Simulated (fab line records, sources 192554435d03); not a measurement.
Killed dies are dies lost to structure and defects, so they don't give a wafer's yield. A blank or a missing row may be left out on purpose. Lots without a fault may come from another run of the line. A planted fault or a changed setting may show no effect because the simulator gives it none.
Chamber matching | flow n5_finfet | N5_BEOL_M15_DEP_53 on pecvd-04: 3 sister chambers
The step deposits SiCN from 3MS/NH3, target thk 50 nm, time 17.8 s. 6 wafers are shown with their chamber, then 11 later ones without.

WAFERS WITH THEIR CHAMBER
wafer  | chamber | showerhead_plenum_p_Torr (Torr) | throttle_valve_pct (%)
L088.2 | 1       | 4.132                           | 20.3
L088.3 | 0       | 4.204                           | 18.9
L088.4 | 0       | 4.210                           | 18.7
L088.5 | 1       | 4.127                           | 20.0
L088.6 | 2       | 4.204                           | 18.5
L093.1 | 2       | 4.194                           | 18.5

WAFERS WITHOUT THEIR CHAMBER
wafer  | showerhead_plenum_p_Torr (Torr) | throttle_valve_pct (%)
L093.4 | 4.125                           | 20.1
L093.5 | 4.191                           | 18.2
L095.1 | 4.132                           | 19.8
L095.2 | 4.188                           | 18.7
L095.3 | 4.212                           | 18.8
L095.4 | 4.117                           | 20.1
L095.5 | 4.188                           | 18.4
L095.6 | 4.221                           | 19.0
L097.1 | 4.203                           | 18.9
L097.2 | 4.201                           | 18.7
L097.3 | 4.119                           | 19.9

WHICH CHAMBER EACH WENT THROUGH
wafer  | from the rows above     | in truth
L093.4 | 1                       | 1
L093.5 | 2                       | 2
L095.1 | 1                       | 1
L095.2 | can't be placed: 2 or 0 | 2
L095.3 | 0                       | 0
L095.4 | 1                       | 1
L095.5 | 2                       | 2
L095.6 | 0                       | 0
L097.1 | can't be placed: 0 or 2 | 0
L097.2 | can't be placed: 0 or 2 | 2
L097.3 | 1                       | 1
Placed correctly: 8 of 11. Can't be placed from these rows: 3 (the true chamber is among the candidates in 3). Placed wrongly: 0.
How it was worked out, from the rows above alone: a wafer's distance from a chamber is the root of the sum, over the readings, of the square of ((its reading less the chamber's mean) divided by the reading's scatter). The wafer belongs to the nearest chamber; if the next one is less than 2 further off, it can't be placed. A chamber's mean is the mean of its shown wafers. The scatter: the root of (the sum of the squares of (reading less its chamber's mean) over the shown wafers, divided by (wafers less chambers)).
